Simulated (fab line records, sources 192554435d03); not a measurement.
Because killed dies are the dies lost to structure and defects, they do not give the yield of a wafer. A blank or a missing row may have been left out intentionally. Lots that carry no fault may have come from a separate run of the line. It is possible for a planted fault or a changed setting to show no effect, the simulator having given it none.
A lot that was struck, set against a sound lot :: flow n5Finfet :: 28 out of 1938 route steps
Sound: these wafers, L420.2, L420.3, L420.6. Struck: wafers L423.1, L423.4, L423.6. The cause comes at the end.
At each step with rows: each side's tool, then ch and its chambers, then its first start. Under that, the readings that differ: sound wafers :: struck wafers :: difference of the means :: sigmas: that difference in standard deviations of wafers without a fault.
alike: same words and numbers on both sides, and readings whose means sit less than 2 such deviations apart. not compared: any withheld reading, any reading some wafer has no value for, any bound like >300 that may hide the same value, and any number with overlapping values for which the record gives no deviation.
The two part at a step that has a row with sigmas, a row that says differs or no value, or rows on one side only. Numbers that have no deviation but don't overlap get no sigmas and don't part them. A reading missing from all wafers of one side parts the sides only when that side holds two or more wafers.

first, 12 steps without rows for these wafers: N5_HKMG_FIN_STRIP_57 (strips in CF4); N5_HKMG_FIN_ETCH_58 (etches SOC in N2/H2, target depth 215.8 nm, time 741 s); N5_HKMG_FIN_STRIP_93 (strips SOC in N2/H2, time 20 s); N5_HKMG_FIN_WET_ETCH_76 (etches Al2O3 in dNH4OH, stops on La2O3, target depth 2.25 nm, rinse time 30 s); N5_HKMG_FIN_STRIP_60 (strips in N2/H2, time 360 s); N5_HKMG_FIN_WET_ETCH_77 (etches La2O3 in dHCl, stops on HfO2, target depth 2 nm); N5_HKMG_FIN_WET_ETCH_78 (etches Al2O3 in dNH4OH, stops on La2O3, target depth 4.5 nm, rinse time 30 s); N5_HKMG_FIN_ALD_79 (deposits TiN, target thk 1.5 nm, pulse time 1 s, purge time 3 s); N5_HKMG_FIN_CVD_62 (deposits a-Si from Si2H6, target thk 3 nm, time 20.8 s); N5_HKMG_FIN_RTA_80 (time 2 s); N5_HKMG_FIN_PRECLEAN_64 (cleans in dHF, time 30 s); N5_HKMG_FIN_WET_ETCH_65 (etches a-Si in TMAH, stops on TiN, time 49 s, target depth 3 nm).
N5_HKMG_FIN_WET_ETCH_81: etches TiN in SC1, stops on HfO2, time 57 s, target depth 6 nm.
  sound on wetBench-02 ch 0,3,6, day 6 18:52; struck on wetBench-02 ch 5,6,7, day 7 16:10
  alike: h2o2FlowMLMin
then, 11 steps without rows for these wafers: N5_HKMG_FIN_WET_ETCH_82 (etches La2O3 in dHCl, stops on HfO2, target depth 2 nm, rinse time 30 s); N5_HKMG_FIN_ALD_36 (deposits TiN, target thk 1 nm, pulse time 1 s, purge time 3 s); N5_HKMG_FIN_PWFM_ALD_03 (deposits TiN, target thk 2 nm, pulse time 1 s, purge time 3 s); N5_HKMG_FIN_COAT_29 (time 60 s, resist thk 300 nm); N5_HKMG_FIN_COAT_30 (time 60 s, resist thk 35 nm); N5_HKMG_FIN_COAT_06 (resist thk 90 nm); N5_HKMG_FIN_EBR_08; N5_HKMG_FIN_SOFTBAKE_07 (time 60 s); N5_HKMG_FIN_EXPOSE_09 (exposes mask NWFM); N5_HKMG_FIN_PEB_10 (peb time 60 s); N5_HKMG_FIN_DEVELOP_11 (develop time 30 s).
N5_HKMG_FIN_INSPECT_14: inspects for defects (macro).
  sound: defectInspect-02 at day 6 20:02; struck: defectInspect-01 at day 7 17:31
reading: rawDefectCount
sound: 1 2 6
struck: >300 >300 >300
difference: differs
sigmas: 
then, 1 step without rows for these wafers: N5_HKMG_FIN_DESCUM_17 (chemistry O2, time 7.9 s).
-- a jump in the record: the struck wafers' starts before and after are 3 days apart (it breaks off in module HKMG_FIN and resumes in module BEOL_M4, where the first step shown is number 1111 of the route) --
N5_BEOL_M4_RC_MEAS_101:
  sound on prober-01 ch 0, day 10 20:17; struck on prober-01 ch 0, day 11 04:58
  alike: DIBL_N, DIBL_P, IOFF_N, IOFF_P, ION_N, ION_P, SS_N, SS_P, VT_N, VT_P
-- the record jumps here: 4 days lie between the struck wafers' starts before and after (it left off in module BEOL_M4 and takes up again in module PASSIVATION, whose first step shown is number 1936 of the route) --
N5_PASSIVATION_PROBE_49:
  the record has rows for the struck wafers here (prober-02, day 15 11:18) and none for the sound ones

== WHERE THEY PART ==
First at N5_HKMG_FIN_INSPECT_14; last, within this record, at N5_PASSIVATION_PROBE_49.

WHY: what had been put in by the simulator
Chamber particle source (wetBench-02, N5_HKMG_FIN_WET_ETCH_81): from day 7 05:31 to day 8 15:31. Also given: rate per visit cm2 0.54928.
